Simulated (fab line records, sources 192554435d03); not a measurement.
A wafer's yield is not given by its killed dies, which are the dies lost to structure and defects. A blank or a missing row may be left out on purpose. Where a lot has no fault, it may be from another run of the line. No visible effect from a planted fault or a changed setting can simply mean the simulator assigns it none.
Commonality check across tools :: flow n5Finfet :: Sample size 8 lots and 24 wafers

## THE REASON FOR OPENING IT
At N5_SD_EPI_N_INSPECT_26 the reading rawDefectCount is flagged on 2 of 8 lots. Fault-free wafers read 187, with a standard deviation of 41.
Rule: flag the lot when none of its wafers has a number, or when each of its wafers that has one lies beyond 4 standard deviations from that mean. As for the other lots, they are considered sound.

lot: L107
measured: day 3 05:25
on: defectInspect-02
rawDefectCount, wafer by wafer: 191 260 205
flag: 

lot: L108
measured: day 3 15:56
on: defectInspect-02
rawDefectCount, wafer by wafer: 102 150 174
flag: 

lot: L109
measured: day 3 16:48
on: defectInspect-01
rawDefectCount, wafer by wafer: 211 211 199
flag: 

lot: L111
measured: day 4 06:00
on: defectInspect-02
rawDefectCount, wafer by wafer: 164 180 149
flag: 

lot: L117
measured: day 5 19:07
on: defectInspect-02
rawDefectCount, wafer by wafer: 142 163 190
flag: 

lot: L118
measured: day 6 01:52
on: defectInspect-02
rawDefectCount, wafer by wafer: 185 203 238
flag: 

lot: L123
measured: day 7 04:28
on: defectInspect-02
rawDefectCount, wafer by wafer: 1039 1052 1025
flag: FLAGGED

lot: L124
measured: day 7 11:14
on: defectInspect-02
rawDefectCount, wafer by wafer: 974 1007 991
flag: FLAGGED
The mean of the flagged lots' numbers is 1015, +828 from the usual (+20 standard deviations).

## LOT BY LOT: THE TOOL USED
3 process steps preceding the reading are held in the record, out of 1938 steps in the route. In each cell: the tool, then ch and the chambers that the sampled wafers went through, then the start.
lot: L107
flag: 
N5_SD_EPI_N_ETCH_45: rieDiel-02 ch 0,1,3, day 3 01:15
N5_SD_EPI_N_STRIP_38: plasmaAsher-02 ch 0,1, day 3 01:31
N5_SD_EPI_N_LINER_46: aldSin-02 ch 0,2, day 3 05:10

lot: L108
flag: 
N5_SD_EPI_N_ETCH_45: rieDiel-05 ch 0,3, day 3 06:44
N5_SD_EPI_N_STRIP_38: plasmaAsher-02 ch 0,1, day 3 07:00
N5_SD_EPI_N_LINER_46: aldSin-04 ch 0,2,3, day 3 15:41

lot: L109
flag: 
N5_SD_EPI_N_ETCH_45: rieDiel-05 ch 0,2,3, day 3 12:28
N5_SD_EPI_N_STRIP_38: plasmaAsher-02 ch 0,1, day 3 12:46
N5_SD_EPI_N_LINER_46: aldSin-04 ch 2,3, day 3 16:33

lot: L111
flag: 
N5_SD_EPI_N_ETCH_45: rieDiel-02 ch 0,1,3, day 4 01:49
N5_SD_EPI_N_STRIP_38: plasmaAsher-01 ch 0,1, day 4 02:07
N5_SD_EPI_N_LINER_46: aldSin-02 ch 2,3, day 4 05:45

lot: L117
flag: 
N5_SD_EPI_N_ETCH_45: rieDiel-04 ch 0,1,3, day 5 14:56
N5_SD_EPI_N_STRIP_38: plasmaAsher-01 ch 0,1, day 5 15:14
N5_SD_EPI_N_LINER_46: aldSin-04 ch 0,3, day 5 18:52

lot: L118
flag: 
N5_SD_EPI_N_ETCH_45: rieDiel-02 ch 0,2,3, day 5 21:58
N5_SD_EPI_N_STRIP_38: plasmaAsher-01 ch 0,1, day 5 22:14
N5_SD_EPI_N_LINER_46: aldSin-01 ch 0,2, day 6 01:37

lot: L123
flag: FLAGGED
N5_SD_EPI_N_ETCH_45: rieDiel-04 ch 0,3, day 7 01:01
N5_SD_EPI_N_STRIP_38: plasmaAsher-01 ch 0,1, day 7 01:18
N5_SD_EPI_N_LINER_46: aldSin-04 ch 1,2,3, day 7 04:13

lot: L124
flag: FLAGGED
N5_SD_EPI_N_ETCH_45: rieDiel-04 ch 0,2,3, day 7 07:46
N5_SD_EPI_N_STRIP_38: plasmaAsher-01 ch 0,1, day 7 08:02
N5_SD_EPI_N_LINER_46: aldSin-02 ch 0,2,3, day 7 10:58
What is done by these steps:
- N5_SD_EPI_N_ETCH_45: etches SiOCN in CH3F/O2, target depth 6 nm.
- N5_SD_EPI_N_STRIP_38: strips in N2/H2.
- N5_SD_EPI_N_LINER_46: material SiNx, target thk 3 nm.
- N5_SD_EPI_N_INSPECT_26: inspects for defects (darkfield).

## FLAGGED OVER TOTAL, TOOL BY TOOL (the gauges that took the reading come last)
step: N5_SD_EPI_N_ETCH_45
tool: rieDiel-02
lots run: 3
flagged: 0
share of the flagged lots: none
sound lots run after its first flagged lot: -

step: N5_SD_EPI_N_ETCH_45
tool: rieDiel-04
lots run: 3
flagged: 2
share of the flagged lots: all
sound lots run after its first flagged lot: 0

step: N5_SD_EPI_N_ETCH_45
tool: rieDiel-05
lots run: 2
flagged: 0
share of the flagged lots: none
sound lots run after its first flagged lot: -

step: N5_SD_EPI_N_STRIP_38
tool: plasmaAsher-01
lots run: 5
flagged: 2
share of the flagged lots: all
sound lots run after its first flagged lot: 0

step: N5_SD_EPI_N_STRIP_38
tool: plasmaAsher-02
lots run: 3
flagged: 0
share of the flagged lots: none
sound lots run after its first flagged lot: -

step: N5_SD_EPI_N_LINER_46
tool: aldSin-01
lots run: 1
flagged: 0
share of the flagged lots: none
sound lots run after its first flagged lot: -

step: N5_SD_EPI_N_LINER_46
tool: aldSin-02
lots run: 3
flagged: 1
share of the flagged lots: some
sound lots run after its first flagged lot: 0

step: N5_SD_EPI_N_LINER_46
tool: aldSin-04
lots run: 4
flagged: 1
share of the flagged lots: some
sound lots run after its first flagged lot: 0

step: N5_SD_EPI_N_INSPECT_26
tool: defectInspect-01
lots run: 1
flagged: 0
share of the flagged lots: none
sound lots run after its first flagged lot: -

step: N5_SD_EPI_N_INSPECT_26
tool: defectInspect-02
lots run: 7
flagged: 2
share of the flagged lots: all
sound lots run after its first flagged lot: 0

## WHAT IS ALLOWED BY THE TABLE
All flagged lots were run by 3 table rows, namely rieDiel-04 at N5_SD_EPI_N_ETCH_45, plasmaAsher-01 at N5_SD_EPI_N_STRIP_38, defectInspect-02 at N5_SD_EPI_N_INSPECT_26.
- rieDiel-04 at N5_SD_EPI_N_ETCH_45: 2 of its 3 lots flagged. Last sound lot L117 at day 5 14:56, first flagged lot L123 at day 7 01:01; a fault beginning in between fits.
- plasmaAsher-01 at N5_SD_EPI_N_STRIP_38: 2 of its 5 lots flagged. Last sound lot L118 at day 5 22:14, first flagged lot L123 at day 7 01:18; a fault beginning in between fits.
- defectInspect-02 at N5_SD_EPI_N_INSPECT_26: 2 of its 7 lots flagged. Last sound lot L118 at day 6 01:52, first flagged lot L123 at day 7 04:28; a fault beginning in between fits.
Counting lots can't tell these 3 tools apart, because each fits a fault that began at some hour. More lots, or a look at what each step does to the wafer, might.

## WHAT WAS PUT IN BY THE SIMULATOR
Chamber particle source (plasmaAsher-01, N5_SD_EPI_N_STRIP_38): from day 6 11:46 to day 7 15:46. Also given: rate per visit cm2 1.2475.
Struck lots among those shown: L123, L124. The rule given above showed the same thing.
